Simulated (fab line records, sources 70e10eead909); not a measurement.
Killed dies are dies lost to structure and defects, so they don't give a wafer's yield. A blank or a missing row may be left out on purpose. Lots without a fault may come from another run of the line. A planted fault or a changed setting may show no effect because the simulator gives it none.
fab line records | flow nand_harc
record lots=10 wafers=30 last_day=33
route steps=1302 shown P_CONTACT@236 P_M0@260
lots that met no fault: from a run of the same line without faults
start_h: hours from the record's first day to the start of the lot's first wafer shown | wait_h: hours since the lot's step before | " the same as in the row above | L1.1+2: a row that stands for several wafers | - no value, or no start given | * or withheld: withheld | < > ~ a bound
route shown NAME@n: a module of which the file shows steps, and the number in the route of the first | usual: mean/standard deviation of fault-free wafers | same: alike in all rows | chamber/n: place in a boat | sites: the reading at each site | _std_site: their standard deviation | _edge_site: outer sites' mean less inner sites' | radius_mm: how far each site lies from the wafer's centre | mask NAME#n: copy n | behind: the tool/chamber that last shaped the wafer | hold: why the lot was held/for how many hours/how that ended | device: the transistor (n, p or np) that didn't switch | end of line: the same wafers' tests at the end of the route | a step without rows: its recipe alone | killed: dies lost to structure and defects at the first sort, not the wafer's yield | map: a wafer's dies, x killed, . not, _ none there
set.NAME: the setting as run; set.NAME@STEP: as run at that earlier step | model.NAME: the simulator's own value behind a step, which no gauge read
steps of the route over a sample of lots; a table a step, a row a wafer
services: from which hour (start_h, from the record's first day; less than 0 if before it) a tool's chamber was out of use, for how many hours, and why
## steps
# step NHARC_P_CONTACT_ETCH_35
# recipe target_depth_a=390 over_etch_frac=0.3 time_s=65 ion_energy_ev=80 cf4_flow_sccm=150 ar_flow_sccm=0 rf_w=300 bias_w=100 chemistry=CF4
# usual drypump_motor_current_A=5.7/0.49 oes_product_au=0.999/0.0083 rf_vpp_V=151.2/1.1 showerhead_plenum_p_Torr=1.77/0.071 throttle_valve_pct=13.285/0.0086
# columns lot.wafer tool chamber start_h wait_h drypump_motor_current_A oes_product_au rf_hours_counter_h rf_vpp_V showerhead_plenum_p_Torr throttle_valve_pct
L972.1 rie_diel-11 2 114.15 0.1 6.3 1.001 1.3 152.3 1.83 13.298
L972.3 " 3 " " 4.9 0.998 1.3 153.1 1.85 13.274
L972.4 " 3 " " 4.9 1.009 - 152.3 1.85 13.272
L977.3 rie_diel-10 2 170.65 0.1 5.6 0.996 7.1 150.2 1.69 13.292
L977.2 " 3 " " 5.9 1.016 5.9 152.6 1.81 13.274
L977.5 " 1 " " 5.4 0.996 - 152.7 1.83 13.287
L981.2 rie_diel-10 0 203.74 0.1 6.2 1.005 10.1 152.4 1.86 13.288
L981.4 " 1 " " 5.4 1.003 - 151.8 1.83 13.287
L981.5 " 3 " " 5.9 1.009 - 151.3 1.81 13.284
L982.4 rie_diel-10 1 225.77 0.1 5.4 1.003 10.8 151.4 1.83 13.291
L982.3 " 2 " " 5.6 1.006 10.5 149.3 1.68 13.290
L982.1 " 3 " " 5.9 1.011 10.4 152.3 1.81 13.275
L983.2 rie_diel-06 0 229.96 0.1 5.4 0.996 2.2 151.0 1.71 13.284
L983.3 " 1 " " 5.8 0.992 2.2 150.9 1.66 13.287
L983.4 " 3 " " 5.6 1.005 2.1 150.9 1.77 13.301
L987.2 rie_diel-10 1 262.92 0.1 5.4 0.990 1.1 152.4 1.83 13.275
L987.5 " 1 " " 5.4 0.982 - 153.1 1.83 13.280
L987.6 " 2 " " 5.6 0.994 - 150.6 1.68 13.291
L988.4 rie_diel-10 3 287.93 0.1 5.8 1.007 2.2 150.8 1.81 13.287
L988.1 " 1 " " 5.4 0.974 2.3 151.6 1.83 13.282
L988.5 " 3 " " 5.9 1.004 - 151.7 1.81 13.286
L990.3 rie_diel-11 0 303.18 0.1 6.6 1.016 0.6 151.0 1.74 13.271
L990.5 " 2 " " 6.3 1.012 - 153.0 1.83 13.284
L990.6 " 3 " " 4.9 1.004 - 152.1 1.85 13.298
L991.3 rie_diel-11 2 315.12 0.1 6.3 1.004 1.5 152.5 1.83 13.285
L991.1 " 3 " " 4.9 0.997 1.2 152.3 1.85 13.286
L991.2 " 1 " " 5.4 1.004 1.6 150.1 1.68 13.290
L995.1 rie_diel-11 2 346.14 0.1 6.4 1.013 3.0 151.6 1.83 13.275
L995.6 " 1 " " 5.4 1.006 - 150.5 1.68 13.305
L995.5 " 2 " " 6.3 1.017 - 151.6 1.83 13.279
# step NHARC_P_CONTACT_CVD_23
# recipe target_thk_a=2000 temp_c=300 pressure_torr=40 wf6_flow_sccm=40 h2_flow_sccm=1600 ar_flow_sccm=1560 time_s=557 material=W
# usual heater_power_w=502/69 throttle_valve_pct=8.12/0.22
# columns lot.wafer tool chamber start_h wait_h heater_power_w throttle_valve_pct
L972.1 cvd_w-01 0 - - 384 8.12
L972.3 " 1 " " 468 8.18
L972.4 " 0 " " 374 7.94
L977.2 cvd_w-02 1 - - 560 8.39
L977.3 " 0 " " 541 7.86
L977.5 " 0 " " 539 7.85
L981.2 cvd_w-02 1 - - 583 8.63
L981.4 " 1 " " 585 8.19
L981.5 " 1 " " 573 8.23
L982.1 cvd_w-02 0 - - 539 7.74
L982.3 " 0 " " 545 8.04
L982.4 " 1 " " 574 8.40
L983.2 cvd_w-01 0 - - 389 7.93
L983.3 " 0 " " 416 7.80
L983.4 " 1 " " 433 7.90
L987.2 cvd_w-02 1 - - 565 8.24
L987.6 " 1 " " 584 8.26
L987.5 " 0 " " 549 7.85
L988.1 cvd_w-02 0 - - 511 7.90
L988.4 " 1 " " 576 8.18
L988.5 " 0 " " 519 8.20
L990.3 cvd_w-02 1 - - 565 8.24
L990.5 " 1 " " 570 8.15
L990.6 " 0 " " 513 8.16
L991.1 cvd_w-02 0 - - 517 7.99
L991.2 " 1 " " 582 8.31
L991.3 " 1 " " 570 8.23
L995.1 cvd_w-02 0 - - 520 8.21
L995.6 " 0 " " 520 8.33
L995.5 " 1 " " 576 8.41
# step NHARC_P_CONTACT_CMP_24
# recipe t_overpolish_s=30 target_thk_nm=200
# usual motor_current_A=12.5/1.3 overpolish_run_s=29.999/0.0089 time_to_endpoint_s=40.4/2.5
# columns lot.wafer tool chamber start_h wait_h motor_current_A overpolish_run_s time_to_endpoint_s
L972.3 cmp-04 3 116.87 0.4 14.1 30.010 41.3
L972.4 " 0 " " 15.3 30.018 40.9
L972.1 " 1 " " 12.9 30.016 41.1
L977.3 cmp-04 3 173.23 0.4 13.8 29.995 38.5
L977.2 " 0 " " 15.4 29.997 36.8
L977.5 " 3 " " 14.1 30.001 39.6
L981.2 cmp-03 1 207.02 0.9 11.5 30.002 39.7
L981.4 " 2 " " 12.4 29.990 40.2
L981.5 " 1 " " 12.6 29.998 39.5
L982.1 cmp-04 0 228.40 0.6 15.0 30.013 40.8
L982.3 " 1 " " 12.4 29.994 41.2
L982.4 " 2 " " 12.5 30.005 40.9
L983.4 cmp-03 2 232.58 0.3 12.3 29.994 38.0
L983.3 " 3 " " 12.8 29.993 39.5
L983.2 " 0 " " 10.8 29.990 40.7
L987.2 cmp-02 1 265.58 0.6 12.4 29.995 37.2
L987.5 " 3 " " 11.7 30.005 37.5
L987.6 " 0 " " 10.9 29.990 35.5
L988.1 cmp-04 1 290.54 0.5 12.5 29.996 42.7
L988.4 " 2 " " 12.6 29.997 37.2
L988.5 " 1 " " 12.6 30.001 40.2
L990.3 cmp-03 0 305.84 0.5 10.7 29.991 39.9
L990.6 " 1 " " 11.9 30.001 38.7
L990.5 " 2 " " 12.1 29.999 37.3
L991.1 cmp-02 3 317.70 0.6 12.0 30.003 40.9
L991.2 " 1 " " 11.6 29.988 41.7
L991.3 " 2 " " 12.7 30.008 37.2
L995.1 cmp-03 0 348.85 0.6 10.6 30.000 38.7
L995.5 " 1 " " 11.8 29.992 39.6
L995.6 " 2 " " 12.1 29.983 35.9
# step NHARC_P_M0_EXPOSE_06
# recipe na=1.35 target_cd_nm=90 dose_mj=81.28 mask_id=P_M0
# usual exposure_dose_mJ_cm2=81.7/0.64
# columns lot.wafer tool chamber start_h wait_h mask exposure_dose_mJ_cm2
L972.1 arfi_scanner-02 0 118.04 - P_M0#0 82.5
L972.3 " 0 " " P_M0#0 82.7
L972.4 " 0 " " P_M0#0 82.6
L977.2 arfi_scanner-01 0 174.40 - P_M0#0 81.2
L977.3 " 0 " " P_M0#0 81.2
L977.5 " 0 " " P_M0#0 81.2
L981.2 arfi_scanner-03 0 208.03 - P_M0#0 128.0
L981.4 " 0 " " P_M0#0 128.0
L981.5 " 0 " " P_M0#0 128.0
L982.1 arfi_scanner-01 0 229.46 - P_M0#0 81.1
L982.3 " 0 " " P_M0#0 81.1
L982.4 " 0 " " P_M0#0 81.2
L983.2 arfi_scanner-03 0 233.75 - P_M0#0 119.9
L983.3 " 0 " " P_M0#0 120.1
L983.4 " 0 " " P_M0#0 120.0
L987.2 arfi_scanner-02 0 266.70 - P_M0#0 82.6
L987.5 " 0 " " P_M0#0 82.5
L987.6 " 0 " " P_M0#0 82.5
L988.1 arfi_scanner-01 0 291.71 - P_M0#0 81.3
L988.4 " 0 " " P_M0#0 81.3
L988.5 " 0 " " P_M0#0 81.2
L990.3 arfi_scanner-02 0 306.94 - P_M0#0 82.6
L990.5 " 0 " " P_M0#0 82.6
L990.6 " 0 " " P_M0#0 82.6
L991.1 arfi_scanner-01 0 318.86 - P_M0#0 81.1
L991.2 " 0 " " P_M0#0 81.1
L991.3 " 0 " " P_M0#0 81.2
L995.1 arfi_scanner-02 0 349.93 - P_M0#0 82.4
L995.5 " 0 " " P_M0#0 82.5
L995.6 " 0 " " P_M0#0 82.5
# step NHARC_P_M0_CD_MEAS_09
# recipe target_cd_nm=90 landing_energy_ev=500
# usual cd_nm=90.0/0.58
# same landing_energy_ev=500
# columns lot.wafer tool chamber start_h wait_h cd_nm
L972.1 cd_sem-02 0 118.18 - 90.3
L972.3 " 0 " " 90.9
L972.4 " 0 " " 91.3
L977.2 cd_sem-01 0 174.54 - 90.4
L977.3 " 0 " " 90.1
L977.5 " 0 " " 90.0
L981.2 cd_sem-01 0 208.17 - 117.4
L981.4 " 0 " " 118.5
L981.5 " 0 " " 118.2
L982.1 cd_sem-01 0 229.59 - 89.6
L982.3 " 0 " " 90.9
L982.4 " 0 " " 90.7
L983.2 cd_sem-03 0 233.89 - 114.6
L983.3 " 0 " " 114.5
L983.4 " 0 " " 114.6
L987.2 cd_sem-02 0 266.84 - 89.7
L987.5 " 0 " " 90.6
L987.6 " 0 " " 89.9
L988.1 cd_sem-02 0 291.85 - 90.4
L988.4 " 0 " " 91.0
L988.5 " 0 " " 90.3
L990.3 cd_sem-03 0 307.08 - 89.3
L990.5 " 0 " " 88.7
L990.6 " 0 " " 89.5
L991.1 cd_sem-01 0 319.00 - 90.5
L991.2 " 0 " " 89.5
L991.3 " 0 " " 90.3
L995.1 cd_sem-03 0 350.07 - 89.5
L995.5 " 0 " " 89.8
L995.6 " 0 " " 89.3
## services
# columns tool chamber start_h hours kind
rie_diel-11 0 91.68 25.8 repair
cmp-04 - 93.85 1.0 repair
cmp-03 - 105.81 0.9 repair
cmp-04 - 111.00 4.0 pm
arfi_scanner-01 - 114.38 6.0 repair
cvd_w-02 1 118.46 7.6 repair
rie_diel-10 1 126.82 4.6 repair
rie_diel-10 3 128.06 3.2 repair
cvd_w-02 1 138.13 19.2 repair
arfi_scanner-02 - 140.00 4.0 pm
cmp-03 - 150.39 0.8 repair
rie_diel-11 1 155.79 2.1 repair
cmp-03 - 162.00 4.0 pm
arfi_scanner-02 - 169.83 3.1 repair
rie_diel-10 2 176.43 4.4 repair
rie_diel-10 3 190.67 5.9 repair
arfi_scanner-01 - 191.59 0.5 repair
cvd_w-02 0 195.48 15.6 repair
rie_diel-10 2 200.29 5.1 repair
cmp-04 - 209.00 4.0 pm
cmp-03 - 217.25 0.3 repair
rie_diel-10 - 242.50 9.0 pm
cvd_w-02 - 269.00 13.0 pm
rie_diel-10 0 325.27 2.8 repair
## key
first_sign step=NHARC_P_M0_EXPOSE_06 reading=exposure_dose_mJ_cm2 direction=up sigmas=66 usual=81.7 struck=124.0
effect step=NHARC_P_M0_CD_MEAS_09 reading=cd_nm direction=up sigmas=46 usual=90.0 struck=116.3 through=control_loop
met_at NHARC_P_M0_EXPOSE_06
struck_lots L981,L983
later_rows_left_out L981.2,L981.4,L981.5,L983.2,L983.3,L983.4
sort_left_out L981.2,L981.4,L981.5,L983.2,L983.3,L983.4
loop_trim step=NHARC_P_M0_EXPOSE_06 setting=dose lots=L983
not_acting_at NHARC_P_CONTACT_ETCH_35,NHARC_P_CONTACT_CVD_23,NHARC_P_CONTACT_CMP_24
fault kind=process_parameter_drift tool=arfi_scanner-03 chamber=- onset_h=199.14 steps=NHARC_P_M0_EXPOSE_06 channel=dose_mj offset=46.818 shape=step acts_in=these_recipes_only stated=81.28
# sort_left_out: the simulated sort isn't trusted on such a fault, so these wafers' sort isn't shown, and their yield isn't known
# later_rows_left_out: the simulator's readings of these wafers behind a module that went badly wrong aren't trusted and aren't shown, but for the sort
# loop_trim: a control loop set the setting to another value than it would have without faults
